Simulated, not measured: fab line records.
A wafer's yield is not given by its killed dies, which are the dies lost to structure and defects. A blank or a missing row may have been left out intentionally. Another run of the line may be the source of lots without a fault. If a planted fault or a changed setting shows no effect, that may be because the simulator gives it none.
fab line records | flow n5_finfet
record: lots: 6 wafers: 18 last_day: 19
route steps=1938 shown BEOL_M3@953
lots that met no fault: taken from a fault-free run of the same line
start_h: hours from the record's opening day to when the first of the lot's shown wafers began | wait_h: hours elapsed since this lot's preceding step | " the same as in the row above | L1.1+2: a row that stands for several wafers | - no value, or no start was given | * or withheld: withheld | < > ~ a bound
route shown NAME@n: a module of which the file shows steps, and the number in the route of the first | usual: average and standard deviation across the fault-free wafers | same: alike in all rows | chamber/n: place in a boat | sites: per-site readings | _std_site: the values' standard deviation | _edge_site: mean of outer sites minus mean of inner sites | radius_mm: how far each site lies from the wafer's centre | mask NAME#n: copy n | behind: the most recent tool/chamber to have shaped the wafer | hold: why the lot was held/for how many hours/how that ended | device: which transistor (n, p or np) failed to switch | end of line: tests run on the same wafers once the route is complete | a step without rows: its recipe alone | killed: dies lost to structure and defects at the first sort, not the wafer's yield | map: the dies of a wafer, with x for killed, . for not killed, _ for no die there
set.NAME: setting as actually run; set.NAME@STEP: the setting as run at that earlier step | model.NAME: the simulator's own value behind a step, which no gauge read
lots seen at some steps along the route; tables by step, rows by wafer
services: a tool's chamber out of use, with start hour (start_h, from the record's first day; less than 0 if before it), hours out, and reason
== steps ==
step: N5_BEOL_M3_STRIP_66
recipe: chemistry: CF4 resist: SiARC power_w: 300 bias_power_w: 75 pressure_mtorr: 50 cf4_flow_sccm: 150 rf_frequency_hz: 6e+07
usual: drypump_motor_current_A: 6.1/0.45 oes_product_au: 0.74/0.065 rf_vpp_V: 270.9/1.4 showerhead_plenum_p_Torr: 1.79/0.057 throttle_valve_pct: 13.67/0.22
columns lot.wafer tool chamber start_h wait_h drypump_motor_current_A oes_product_au rf_hours_counter_h rf_vpp_V showerhead_plenum_p_Torr throttle_valve_pct
L262.1 rie_diel-02 2 168.31 0.0 5.8 0.70 209 271.6 1.77 13.74
L262.4 " 0 " " 6.6 0.74 147 270.9 1.78 13.72
L262.6 " 2 " " 5.8 0.69 - 270.6 1.77 13.74
L265.1 rie_diel-02 2 195.26 0.0 5.8 0.69 218 269.5 1.76 13.74
L265.2 " 0 " " 6.5 0.73 155 270.9 1.77 13.74
L265.6 " 2 " " 5.8 0.69 - 269.2 1.76 13.73
L270.3 rie_diel-06 3 225.35 0.0 5.6 0.70 180 272.9 1.86 13.81
L270.4 " 0 " " 6.4 0.86 47 272.0 1.83 13.34
L270.5 " 0 " " 6.4 0.86 - 272.3 1.83 13.33
L271.1 rie_diel-02 3 231.20 0.0 6.5 0.77 124 269.5 1.73 13.71
L271.5 " 2 " " 5.9 0.67 - 269.0 1.76 13.77
L271.6 " 1 " " 5.7 0.70 - 272.5 1.85 13.66
L277.4 rie_diel-05 1 263.51 0.0 5.7 0.69 - 268.9 1.70 13.92
L277.5 " 0 " " 6.0 0.87 - 270.6 1.84 13.23
L277.6 " 3 " " 5.2 0.71 - 269.5 1.78 13.77
L280.1 rie_diel-02 3 298.23 0.0 6.5 0.75 145 270.1 1.72 13.76
L280.2 " 1 " " 5.7 0.69 208 271.6 1.85 13.71
L280.6 " 1 " " 5.7 0.69 - 270.7 1.85 13.72
step: N5_BEOL_M3_HM_OPEN_17
recipe: chemistry: Cl2/BCl3 target_depth_a: 200 overetch_a: 60 target: TiN mask_material: SOC ion_energy_ev: 150 pressure_mtorr: 10 icp_w: 1000 bias_w: 126 Cl2_flow_sccm: 53.25 bcl3_flow_sccm: 21.75 Ar_flow_sccm: 25
usual: drypump_motor_current_A: 5.9/0.6 mfc_ar_sccm: 24.99/0.076 oes_product_au: 0.69/0.09 throttle_valve_pct: 22.2/0.41
columns lot.wafer tool chamber start_h wait_h drypump_motor_current_A mfc_ar_sccm oes_product_au rf_hours_counter_h throttle_valve_pct
L262.1 rie_metal-01 0 168.35 0.0 5.8 24.91 0.60 84 22.7
L262.4 " 0 " " 5.8 25.03 0.60 - 22.7
L262.6 " 1 " " 5.4 25.01 0.76 - 22.2
L265.1 rie_metal-03 0 195.31 0.0 6.7 25.04 0.76 8 21.5
L265.2 " 0 " " 6.8 24.81 0.77 - 21.5
L265.6 " 0 " " 6.8 24.91 0.77 - 21.5
L270.3 rie_metal-03 1 225.42 0.1 5.3 25.05 0.83 - 22.3
L270.4 " 0 " " 6.7 25.04 0.75 - 21.6
L270.5 " 1 " " 5.2 25.01 0.83 - 22.3
L271.1 rie_metal-01 0 231.24 0.0 5.8 24.99 0.59 88 22.7
L271.5 " 0 " " 5.8 25.04 0.58 - 22.7
L271.6 " 1 " " 5.4 24.98 0.73 - 22.2
L277.4 rie_metal-02 0 263.57 0.1 5.3 24.96 0.76 - 21.8
L277.5 " 1 " " 6.7 25.05 0.57 - 22.5
L277.6 " 0 " " 5.3 24.96 0.75 - 21.8
L280.1 rie_metal-03 1 298.27 0.0 5.3 25.03 0.78 9 22.4
L280.2 " 0 " " 6.7 24.90 0.74 16 21.6
L280.6 " 0 " " 6.7 25.04 0.73 - 21.6
step: N5_BEOL_M3_STRIP_19
recipe: chemistry: O2 power_w: 400 temp_c: 40 pressure_mtorr: 30 rf_frequency_hz: 6e+07 bias_power_w: 0 overash_fraction: 0.2 o2_flow_sccm: 225
usual: drypump_motor_current_A: 6.0/0.49 oes_product_au: 0.75/0.082 rf_vpp_V: 3.7/0.47 showerhead_plenum_p_Torr: 2.08/0.064 throttle_valve_pct: 16.70/0.25
same: overash_fraction: 0.2
columns lot.wafer tool chamber start_h wait_h drypump_motor_current_A oes_product_au rf_hours_counter_h rf_vpp_V showerhead_plenum_p_Torr throttle_valve_pct
L262.1 rie_diel-05 3 168.46 0.1 5.2 0.74 187 3.4 2.09 16.71
L262.4 " 2 " " 6.8 0.72 223 3.0 2.08 16.71
L262.6 " 3 " " 5.2 0.74 - 3.8 2.09 16.72
L265.1 rie_diel-06 3 195.51 0.2 5.6 0.72 172 3.6 2.18 16.87
L265.2 " 1 " " 5.8 0.77 149 4.1 2.02 16.45
L265.6 " 1 " " 5.7 0.77 - 3.4 2.02 16.47
L270.3 rie_diel-06 0 225.60 0.1 6.4 0.90 47 4.0 2.14 16.42
L270.4 " 2 " " 6.7 0.69 230 4.1 1.99 16.95
L270.5 " 2 " " 6.7 0.70 - 4.1 1.99 16.95
L271.1 rie_diel-05 3 231.35 0.1 5.2 0.72 210 4.0 2.08 16.76
L271.5 " 3 " " 5.2 0.72 - 3.3 2.08 16.76
L271.6 " 0 " " 5.9 0.90 - 3.7 2.14 16.22
L277.4 rie_diel-02 0 263.66 0.1 6.5 0.72 173 4.2 2.09 16.98
L277.5 " 2 " " 5.8 0.68 - 4.4 2.06 16.82
L277.6 " 1 " " 5.7 0.69 - 3.9 2.17 16.77
L280.1 rie_diel-05 0 298.42 0.1 6.0 0.86 43 3.8 2.13 16.25
L280.2 " 2 " " 6.7 0.94 10 4.5 2.07 16.32
L280.6 " 3 " " 5.2 0.71 - 3.7 2.07 16.82
step: N5_BEOL_M3_CD_MEAS_18
recipe: pitch_nm: 36 target_cd_nm: 18
usual: cd_nm: 17.9/0.34
columns lot.wafer tool chamber start_h wait_h cd_nm
L262.1 cd_sem-03 - 168.53 0.0 18.0
L262.4 " - " " 17.9
L262.6 " - " " 17.7
L265.1 cd_sem-01 - 195.58 0.0 18.0
L265.2 " - " " 17.8
L265.6 " - " " 18.2
L270.3 cd_sem-03 - 225.67 0.1 17.8
L270.4 " - " " 17.8
L270.5 " - " " 18.5
L271.1 cd_sem-02 - 231.42 0.0 17.9
L271.5 " - " " 18.3
L271.6 " - " " 17.6
L277.4 cd_sem-02 - 263.74 0.1 17.6
L277.5 " - " " 17.9
L277.6 " - " " 17.9
L280.1 cd_sem-03 - 298.49 0.0 18.1
L280.2 " - " " 17.7
L280.6 " - " " 18.0
step: N5_BEOL_M3_COAT_67
recipe: resist: SOC temp_c: 250 time_s: 60 spin_rpm: 1500 resist_thk_nm: 60
step: N5_BEOL_M3_COAT_68
recipe: resist: SiARC temp_c: 220 time_s: 60 spin_rpm: 1500 resist_thk_nm: 12
step: N5_BEOL_M3_COAT_76
recipe: resist: underlayer temp_c: 205 time_s: 60 spin_rpm: 1500 resist_thk_nm: 5
step: N5_BEOL_M3_COAT_22
recipe: resist: CAR-EUV spin_rpm: 1500 resist_thk_nm: 30
step: N5_BEOL_M3_EBR_24
recipe: solvent: PGMEA ebr_width_mm: 1.5
step: N5_BEOL_M3_SOFTBAKE_23
recipe: temp_c: 110 time_s: 60 resist: CAR-EUV
step: N5_BEOL_M3_EXPOSE_25
recipe: mask_id: V2 na: 0.33 source_shape: quasar sigma_inner: 0.2 sigma_outer: 0.8 polarization: unpolarized defocus_nm: 5 dose_mj: 63
step: N5_BEOL_M3_PEB_26
recipe: peb_temp_c: 100 peb_time_s: 60 resist: CAR-EUV
step: N5_BEOL_M3_DEVELOP_27
recipe: develop_time_s: 30 developer: TMAH resist: CAR-EUV rinse_liquid: surfactant_rinse dry: air_spin dev_temp_c: 23
usual: chill_plate_temp_C: 22.98/0.091 develop_time_s: 30/0 exhaust_pa: 45.3/0.92
columns lot.wafer tool chamber start_h wait_h chill_plate_temp_C develop_time_s exhaust_pa model.CAR-EUV_of_BEOL_M3_COAT_22.thk_nm
L262.1 litho_track-01 0 168.79 - 22.96 30 45.2 29.6
L262.4 " 0 " " 22.99 30 44.0 29.6
L262.6 " 0 " " 23.13 30 43.2 29.6
L265.1 litho_track-04 0 195.96 - 22.91 30 45.7 29.8
L265.2 " 0 " " 22.83 30 46.0 29.8
L265.6 " 0 " " 22.85 30 45.2 29.6
L270.3 litho_track-05 - 226.06 - - - - 30
L270.4 " - " " - - - 30
L270.5 " - " " - - - 30
L271.1 litho_track-01 - 231.68 - - - - 30.2
L271.5 " - " " - - - 30
L271.6 " - " " - - - 30
L277.4 litho_track-05 0 263.99 - 23.04 30 44.7 29.6
L277.5 " 0 " " 22.91 30 45.8 29.4
L277.6 " 0 " " 22.95 30 44.3 29.6
L280.1 litho_track-01 0 298.87 - 23.07 30 45.6 29.6
L280.2 " 0 " " 23.06 30 46.7 29.6
L280.6 " 0 " " 22.98 30 45.9 29.6
step: N5_BEOL_M3_CD_MEAS_28
recipe: target_cd_nm: 25.7 landing_energy_ev: 500 detector: se_inlens target_cd_y_nm: 23.3 polarity: opening
usual: cd_nm: 25.76/0.22
columns lot.wafer tool chamber start_h wait_h cd_nm
L262.1 cd_sem-03 0 168.85 - 25.88
L262.4 " 0 " " 25.66
L262.6 " 0 " " 25.31
L265.1 cd_sem-01 0 196.02 - 25.64
L265.2 " 0 " " 25.92
L265.6 " 0 " " 25.55
L270.3 cd_sem-01 0 226.12 - -
L270.4 " 0 " " -
L270.5 " 0 " " -
L271.1 cd_sem-02 0 231.74 - -
L271.5 " 0 " " -
L271.6 " 0 " " -
L277.4 cd_sem-02 0 264.05 - 26.17
L277.5 " 0 " " 25.38
L277.6 " 0 " " 25.87
L280.1 cd_sem-01 0 298.93 - 25.41
L280.2 " 0 " " 25.85
L280.6 " 0 " " 25.56
== services ==
columns tool chamber start_h hours kind
litho_track-04 - 153.66 - consumable_replace:filter
rie_metal-02 0 169.19 2.9 repair
rie_metal-03 1 171.07 - clean
rie_metal-03 1 171.07 25.3 scheduled_down
rie_metal-03 1 171.07 25.3 vent_cycle
rie_diel-05 1 198.10 1.3 repair
rie_metal-02 0 213.82 4.2 repair
rie_diel-06 3 216.58 5.0 repair
rie_diel-06 1 240.99 8.6 repair
rie_diel-05 2 250.56 - clean
rie_diel-05 2 250.56 - consumable_replace:focus_ring
rie_diel-05 2 250.56 17.4 scheduled_down
rie_diel-05 2 250.56 17.4 vent_cycle
rie_metal-03 - 256.46 0.9 repair
rie_metal-03 - 282.04 1.4 pm
rie_metal-02 - 297.88 2.8 pm
== key ==
first_sign: step: N5_BEOL_M3_DEVELOP_27 reading: tool_record direction: missing
effect none on later readings
model_effect: step: N5_BEOL_M3_DEVELOP_27 value: CAR-EUV_of_BEOL_M3_COAT_22.thk_nm without: 29.53 struck: 30.03
met_at N5_BEOL_M3_DEVELOP_27
struck_wafers L270.3,L270.4,L270.5,L271.1,L271.5,L271.6
later_rows_left_out L270.3,L270.4,L270.5,L271.1,L271.5,L271.6
sort_left_out L270.3,L270.4,L270.5,L271.1,L271.5,L271.6
onset_between 168.79 226.06
fault: kind: skipped_step_whole tool: litho_track-01,litho_track-05 chamber: - onset_h: 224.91 steps: N5_BEOL_M3_DEVELOP_27 scope: struck_lots_only
sort_left_out: the simulated sort isn't trusted on such a fault, so these wafers' sort isn't shown, and their yield isn't known
later_rows_left_out: the simulator's readings of these wafers behind a module that went badly wrong aren't trusted and aren't shown, but for the sort
